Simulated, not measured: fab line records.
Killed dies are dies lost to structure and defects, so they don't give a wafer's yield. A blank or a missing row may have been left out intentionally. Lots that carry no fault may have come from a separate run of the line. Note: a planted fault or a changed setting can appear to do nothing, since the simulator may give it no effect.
The same fault as seen by 2 desks    flow n5_finfet    each desk has only its own numbers; what lay behind them comes last

METROLOGY DESK
What the gauges read for every lot (on any tool): the sampled wafers with a number, averaged. A lot is out of limits, marked OUT, if its mean lies more than 4 standard deviations from the usual mean; the brackets give that distance. Shown are 7 of the 11 readings it has, namely the first that went out of limits plus those furthest out on some lot.
Columns: A = M4_ILD_THK at N5_BEOL_M4_THK_MEAS_01, usual 79.2 nm; B = DIBL_N at N5_BEOL_M4_RC_MEAS_101, usual 36.6 mV/V; C = IOFF_N at N5_BEOL_M4_RC_MEAS_101, usual 0.169 nA/um; D = IOFF_P at N5_BEOL_M4_RC_MEAS_101, usual 0.206 nA/um; E = ION_P at N5_BEOL_M4_RC_MEAS_101, usual 462 uA/um; F = VT_N at N5_BEOL_M4_RC_MEAS_101, usual 248.8 mV; G = VT_P at N5_BEOL_M4_RC_MEAS_101, usual -251 mV
lot   first seen here  A                B     C      D      E    F      G
L385  day 8 13:51      78.6             35.9  0.163  0.201  454  248.7  -253
L394  day 11 13:32     109.4 (+31) OUT  -     -      -      -    -      -
L396  day 11 15:02     110.1 (+32) OUT  -     -      -      -    -      -
L397  day 11 16:11     79.0             36.5  0.157  0.199  463  250.5  -250
L401  day 12 16:11     79.5             37.2  0.170  0.171  450  249.8  -257
L402  day 13 03:30     78.8             37.7  0.190  0.212  463  247.2  -249
L403  day 13 03:37     78.1             36.2  0.163  0.229  468  248.2  -248
L405  day 14 15:02     78.6             35.9  0.165  0.174  451  248.0  -256
L407  day 15 01:25     78.4             36.4  0.147  0.180  459  252.8  -252
This desk's result: L394, L396 out of limits, first on L394 (M4_ILD_THK at N5_BEOL_M4_THK_MEAS_01), day 11 13:32. In limits: L385, L397, L401, L402, L403, L405, L407.

THE TOOL OWNER'S DESK: pecvd-02
The tool's own readings at N5_BEOL_M4_ILD_DEP_00 (deposits SiOC from DEMS/O2, target thk 79 nm, time 15.3 s): means of the sampled wafers that have a number, for each lot that ran on this tool. A lot is out of limits, marked OUT, if its mean lies more than 4 standard deviations from the usual mean; the brackets give that distance.
Columns: A = heater_power_w at N5_BEOL_M4_ILD_DEP_00, usual 462 W; B = rf_fwd_power_W at N5_BEOL_M4_ILD_DEP_00, usual 494.1 W; C = showerhead_plenum_p_Torr at N5_BEOL_M4_ILD_DEP_00, usual 5.695 Torr; D = throttle_valve_pct at N5_BEOL_M4_ILD_DEP_00, usual 12.0 %
lot   first seen here  A    B      C      D
L385  day 8 13:47      430  490.2  5.691  11.7
L394  day 11 13:28     461  494.6  5.688  11.5
L396  day 11 14:58     445  489.4  5.692  11.7
Finding of this desk: none of the 3 lots has anything out of limits.

ALL TOGETHER
The metrology desk could have raised an alarm at day 11 13:32, on L394, L396.
The desk of the tool owner found nothing out of limits.
Tool owner's desk: L394, L396 on record, inside its limits.
N5_BEOL_M4_ILD_DEP_00 was run on pecvd-02 by each of the lots named.

WHAT THE SIMULATOR HAD PUT IN
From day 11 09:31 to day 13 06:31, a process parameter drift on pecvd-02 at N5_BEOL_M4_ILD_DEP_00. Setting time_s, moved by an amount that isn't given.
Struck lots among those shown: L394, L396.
Delay in hours, fault start to first out-of-limits reading, per desk: metrology desk 4.
